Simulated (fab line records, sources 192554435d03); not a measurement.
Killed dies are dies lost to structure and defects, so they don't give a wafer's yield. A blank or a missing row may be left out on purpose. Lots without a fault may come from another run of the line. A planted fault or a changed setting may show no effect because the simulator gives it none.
Which tool did it? | flow n5_finfet | 24 lots, 72 wafers sampled, at 5 steps of a route of 1938

WHAT THE GAUGES READ, wafer by wafer
N5_BEOL_M2_CD_MEAS_35: target cd 18 nm, target cd y 22.2 nm.
lot  | measured     | on        | cd_nm (nm)
L074 | day 7 10:31  | cd_sem-03 | 18.5 18.2 18.3
L076 | day 7 11:27  | cd_sem-02 | 18.6 18.4 18.2
L075 | day 7 17:13  | cd_sem-03 | 18.0 18.6 18.4
L077 | day 7 17:15  | cd_sem-01 | 18.1 17.4 18.4
L079 | day 7 23:08  | cd_sem-03 | 18.3 17.9 17.9
L078 | day 7 23:10  | cd_sem-03 | 18.3 18.0 18.1
L080 | day 8 08:14  | cd_sem-03 | 17.9 18.4 17.7
L081 | day 8 17:32  | cd_sem-03 | 18.1 18.0 17.8
L082 | day 8 22:29  | cd_sem-01 | 17.8 17.6 17.5
L083 | day 8 22:58  | cd_sem-01 | 18.0 18.3 17.8
L084 | day 9 02:05  | cd_sem-03 | 18.4 18.3 18.6
L086 | day 10 04:10 | cd_sem-02 | 17.8 18.1 17.6
L088 | day 10 06:40 | cd_sem-01 | 18.3 18.1 18.5
L087 | day 10 09:49 | cd_sem-01 | 18.1 18.3 18.2
L085 | day 10 10:11 | cd_sem-02 | 18.2 18.1 18.0
L090 | day 10 12:44 | cd_sem-03 | 17.8 18.3 17.8
L089 | day 10 15:23 | cd_sem-01 | 17.6 17.5 18.6
L091 | day 11 01:37 | cd_sem-03 | 18.1 18.3 18.4
L092 | day 11 06:45 | cd_sem-02 | 17.8 18.2 17.2
L093 | day 11 15:34 | cd_sem-01 | 17.9 17.9 17.4
L095 | day 11 19:11 | cd_sem-02 | 18.1 17.1 17.8
L094 | day 11 21:47 | cd_sem-03 | 17.9 17.7 18.2
L096 | day 12 13:46 | cd_sem-02 | 18.4 17.3 17.4
L097 | day 13 08:16 | cd_sem-01 | 18.0 17.5 18.1

N5_BEOL_M3_INSPECT_13: inspects for defects (brightfield).
lot  | measured     | on                | raw_defect_count
L074 | day 7 17:52  | defect_inspect-02 | 597 604 709
L076 | day 7 19:01  | defect_inspect-01 | 486 376 315
L075 | day 7 23:43  | defect_inspect-02 | 636 435 592
L077 | day 8 00:29  | defect_inspect-02 | 346 571 471
L079 | day 8 04:39  | defect_inspect-01 | 357 393 430
L078 | day 8 05:37  | defect_inspect-01 | 426 520 356
L080 | day 8 14:32  | defect_inspect-02 | 432 390 682
L081 | day 9 02:37  | defect_inspect-01 | 357 466 393
L082 | day 9 03:55  | defect_inspect-01 | 614 496 456
L083 | day 9 05:14  | defect_inspect-02 | 413 350 411
L084 | day 9 11:26  | defect_inspect-02 | 330 423 294
L086 | day 10 10:10 | defect_inspect-02 | 373 360 421
L088 | day 10 11:05 | defect_inspect-01 | 663 593 543
L087 | day 10 16:10 | defect_inspect-02 | 443 580 481
L085 | day 10 17:19 | defect_inspect-02 | 490 351 379
L090 | day 10 19:43 | defect_inspect-01 | 330 498 424
L089 | day 10 21:10 | defect_inspect-01 | 467 351 320
L091 | day 11 07:31 | defect_inspect-01 | 275 305 293
L092 | day 11 13:35 | defect_inspect-02 | 437 504 416
L093 | day 11 20:10 | defect_inspect-02 | 356 408 293
L095 | day 12 01:56 | defect_inspect-01 | 330 403 457
L094 | day 12 05:35 | defect_inspect-01 | 305 372 313
L096 | day 12 22:15 | defect_inspect-01 | 502 468 408
L097 | day 13 16:31 | defect_inspect-01 | 370 374 398

WHICH TOOL RAN EACH LOT (tool, then ch and the chambers of the sampled wafers, then the start)
lot  | N5_BEOL_M2_SPUTTER_86        | N5_BEOL_M2_SPUTTER_90        | N5_BEOL_M2_ANNEAL_93
L074 | pvd_sputter-02, day 7 12:09  | pvd_sputter-02, day 7 12:35  | pvd_sputter-02, day 7 12:53
L076 | pvd_sputter-02, day 7 15:52  | pvd_sputter-02, day 7 16:19  | pvd_sputter-02, day 7 16:37
L075 | pvd_sputter-03, day 7 19:15  | pvd_sputter-03, day 7 19:41  | pvd_sputter-03, day 7 19:59
L077 | pvd_sputter-03, day 7 21:08  | pvd_sputter-03, day 7 21:34  | pvd_sputter-03, day 7 21:52
L079 | pvd_sputter-02, day 8 01:10  | pvd_sputter-02, day 8 01:36  | pvd_sputter-02, day 8 01:54
L078 | pvd_sputter-01, day 8 02:31  | pvd_sputter-01, day 8 02:57  | pvd_sputter-01, day 8 03:15
L080 | pvd_sputter-03, day 8 10:05  | pvd_sputter-03, day 8 10:32  | pvd_sputter-03, day 8 10:50
L081 | pvd_sputter-01, day 8 21:11  | pvd_sputter-01, day 8 21:38  | pvd_sputter-01, day 8 21:56
L082 | pvd_sputter-02, day 9 00:16  | pvd_sputter-02, day 9 00:43  | pvd_sputter-02, day 9 01:01
L083 | pvd_sputter-02, day 9 02:07  | pvd_sputter-02, day 9 02:33  | pvd_sputter-02, day 9 02:51
L084 | pvd_sputter-03, day 9 04:16  | pvd_sputter-03, day 9 04:43  | pvd_sputter-03, day 9 05:01
L086 | pvd_sputter-03, day 10 05:32 | pvd_sputter-03, day 10 05:58 | pvd_sputter-03, day 10 06:16
L088 | pvd_sputter-01, day 10 08:12 | pvd_sputter-01, day 10 08:38 | pvd_sputter-01, day 10 08:56
L087 | pvd_sputter-01, day 10 11:22 | pvd_sputter-01, day 10 11:48 | pvd_sputter-01, day 10 12:06
L085 | pvd_sputter-01, day 10 13:37 | pvd_sputter-01, day 10 14:04 | pvd_sputter-01, day 10 14:22
L090 | pvd_sputter-03, day 10 14:08 | pvd_sputter-03, day 10 14:35 | pvd_sputter-03, day 10 14:53
L089 | pvd_sputter-03, day 10 17:42 | pvd_sputter-03, day 10 18:08 | pvd_sputter-03, day 10 18:26
L091 | pvd_sputter-01, day 11 03:22 | pvd_sputter-01, day 11 03:49 | pvd_sputter-01, day 11 04:07
L092 | pvd_sputter-01, day 11 08:59 | pvd_sputter-01, day 11 09:26 | pvd_sputter-01, day 11 09:44
L093 | pvd_sputter-02, day 11 17:14 | pvd_sputter-02, day 11 17:40 | pvd_sputter-02, day 11 17:58
L095 | pvd_sputter-01, day 11 22:19 | pvd_sputter-01, day 11 22:45 | pvd_sputter-01, day 11 23:03
L094 | pvd_sputter-02, day 11 23:30 | pvd_sputter-02, day 11 23:56 | pvd_sputter-02, day 12 00:14
L096 | pvd_sputter-03, day 12 15:48 | pvd_sputter-03, day 12 16:14 | pvd_sputter-03, day 12 16:32
L097 | pvd_sputter-02, day 13 09:49 | pvd_sputter-02, day 13 10:15 | pvd_sputter-02, day 13 10:33
- N5_BEOL_M2_SPUTTER_86: material Cu, target thk 4.5 nm, time 8.29 s.
- N5_BEOL_M2_SPUTTER_90: material Cu, target thk 4.5 nm, time 8.29 s.
- N5_BEOL_M2_ANNEAL_93: time 240 s.

WHAT THE TOOLS THEMSELVES READ (means of the sampled wafers that have a number; where no wafer has one, the mark that the record gives instead)
N5_BEOL_M2_SPUTTER_86.
lot  | tool           | throttle_valve_pct (%)
L074 | pvd_sputter-02 | 29.9
L076 | pvd_sputter-02 | 29.2
L075 | pvd_sputter-03 | 30.4
L077 | pvd_sputter-03 | 30.7
L079 | pvd_sputter-02 | 29.4
L078 | pvd_sputter-01 | 29.3
L080 | pvd_sputter-03 | 30.9
L081 | pvd_sputter-01 | 29.5
L082 | pvd_sputter-02 | 29.4
L083 | pvd_sputter-02 | 29.8
L084 | pvd_sputter-03 | 30.3
L086 | pvd_sputter-03 | 30.3
L088 | pvd_sputter-01 | 29.7
L087 | pvd_sputter-01 | 29.5
L085 | pvd_sputter-01 | 29.7
L090 | pvd_sputter-03 | 30.6
L089 | pvd_sputter-03 | 30.5
L091 | pvd_sputter-01 | 28.6
L092 | pvd_sputter-01 | 29.7
L093 | pvd_sputter-02 | 29.9
L095 | pvd_sputter-01 | 29.3
L094 | pvd_sputter-02 | 30.0
L096 | pvd_sputter-03 | 30.7
L097 | pvd_sputter-02 | 29.4

N5_BEOL_M2_SPUTTER_90.
lot  | tool           | throttle_valve_pct (%)
L074 | pvd_sputter-02 | 29.7
L076 | pvd_sputter-02 | 29.4
L075 | pvd_sputter-03 | 30.5
L077 | pvd_sputter-03 | 30.6
L079 | pvd_sputter-02 | 29.4
L078 | pvd_sputter-01 | 29.3
L080 | pvd_sputter-03 | 30.8
L081 | pvd_sputter-01 | 29.4
L082 | pvd_sputter-02 | 29.3
L083 | pvd_sputter-02 | 29.8
L084 | pvd_sputter-03 | 30.4
L086 | pvd_sputter-03 | 30.3
L088 | pvd_sputter-01 | 29.7
L087 | pvd_sputter-01 | 29.7
L085 | pvd_sputter-01 | 29.9
L090 | pvd_sputter-03 | 30.7
L089 | pvd_sputter-03 | 30.4
L091 | pvd_sputter-01 | 28.5
L092 | pvd_sputter-01 | 29.9
L093 | pvd_sputter-02 | 29.8
L095 | pvd_sputter-01 | 29.2
L094 | pvd_sputter-02 | 30.1
L096 | pvd_sputter-03 | 30.7
L097 | pvd_sputter-02 | 29.5

N5_BEOL_M2_ANNEAL_93.
lot  | tool           | heater_power_w (W)
L074 | pvd_sputter-02 | 876
L076 | pvd_sputter-02 | 837
L075 | pvd_sputter-03 | 863
L077 | pvd_sputter-03 | 762
L079 | pvd_sputter-02 | 830
L078 | pvd_sputter-01 | 836
L080 | pvd_sputter-03 | 880
L081 | pvd_sputter-01 | 805
L082 | pvd_sputter-02 | 842
L083 | pvd_sputter-02 | 876
L084 | pvd_sputter-03 | 781
L086 | pvd_sputter-03 | 856
L088 | pvd_sputter-01 | 785
L087 | pvd_sputter-01 | 801
L085 | pvd_sputter-01 | 804
L090 | pvd_sputter-03 | 828
L089 | pvd_sputter-03 | 840
L091 | pvd_sputter-01 | 839
L092 | pvd_sputter-01 | 792
L093 | pvd_sputter-02 | 868
L095 | pvd_sputter-01 | 816
L094 | pvd_sputter-02 | 861
L096 | pvd_sputter-03 | 816
L097 | pvd_sputter-02 | 839

THE ANSWER, worked out from the rows above alone
Rule: what is usual is taken from the lots themselves. Put in order of their means at a reading, lots are off if they are a third of the lots or fewer, leave a main group of 4 or more, and stand apart from it by a gap of 3 or more times the standard deviation of the main group's means; of several such gaps the widest counts. A main group whose means are all the same, to the digits that the tables above print for the reading, isn't used. A lot without any number at a reading at which 4 lots or more have one is off too. The other lots that the step has rows for count as sound. The gauges are gone through in route order, then the tools' own readings, and for those a lot's mean is taken as printed above. The first step at which some lot is off is used, and at that step the reading that is off furthest; a lot without a number counts as furthest.
No lot is off at any reading shown: from this, nothing can be told.

WHAT THE SIMULATOR HAD PUT IN
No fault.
